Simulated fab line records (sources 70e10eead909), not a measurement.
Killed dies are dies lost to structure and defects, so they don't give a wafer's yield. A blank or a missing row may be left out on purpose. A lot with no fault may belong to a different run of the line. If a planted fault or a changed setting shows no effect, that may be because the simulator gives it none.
Matching of chambers | flow nandHarc | NHARC_A_CONTACT_ETCH_90 on rieDiel-08: 4 sister chambers
The step etches the open film in CH3F/O2, target depth 40 nm, time 85.7 s. 8 wafers are shown with their chamber, then 8 later ones without.

## EACH WAFER AND ITS CHAMBER
wafer  | chamber | showerheadPlenumPTorr (Torr) | oesProductAu (a.u.)
L076.6 | 0       | 2.34                         | 0.91
L081.4 | 1       | 2.29                         | 0.92
L080.1 | 0       | 2.33                         | 0.92
L080.2 | 3       | 2.27                         | 0.94
L080.3 | 1       | 2.29                         | 0.93
L086.1 | 3       | 2.27                         | 0.94
L086.6 | 2       | 2.32                         | 0.91
L083.2 | 2       | 2.32                         | 0.91

## WAFERS WITHOUT THEIR CHAMBER
wafer  | showerheadPlenumPTorr (Torr) | oesProductAu (a.u.)
L083.3 | 2.29                         | 0.94
L083.5 | 2.32                         | 0.91
L091.2 | 2.28                         | 0.93
L091.3 | 2.27                         | 0.94
L091.5 | 2.33                         | 0.92
L097.1 | 2.66                         | 1.00
L097.5 | 2.66                         | 0.99
L097.6 | 2.32                         | 0.99

## THE CHAMBER EACH PASSED THROUGH
wafer  | from the rows above               | in truth
L083.3 | 1                                 | 1
L083.5 | 2                                 | 2
L091.2 | can't be placed: 1 or 3           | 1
L091.3 | 3                                 | 3
L091.5 | can't be placed: 0 or 2           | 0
L097.1 | 0                                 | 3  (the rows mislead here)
L097.5 | 0                                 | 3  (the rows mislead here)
L097.6 | can't be placed: 1 or 0 or 2 or 3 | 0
Correct placement for 3 of the 8. Not placeable from these rows: 3 (in 3, the candidates include the true chamber). 2 placed wrongly.
How it was worked out, from the rows above alone: a wafer's distance from a chamber is the root of the sum, over the readings, of the square of ((its reading less the chamber's mean) divided by the reading's scatter). If the next closest chamber is less than 2 further off than the closest, the wafer can't be placed; otherwise it belongs to the closest. A chamber's mean is the mean of its shown wafers. The scatter is the square root of a quotient: the sum, over the shown wafers, of each reading's squared deviation from its chamber's mean, divided by wafers minus chambers.
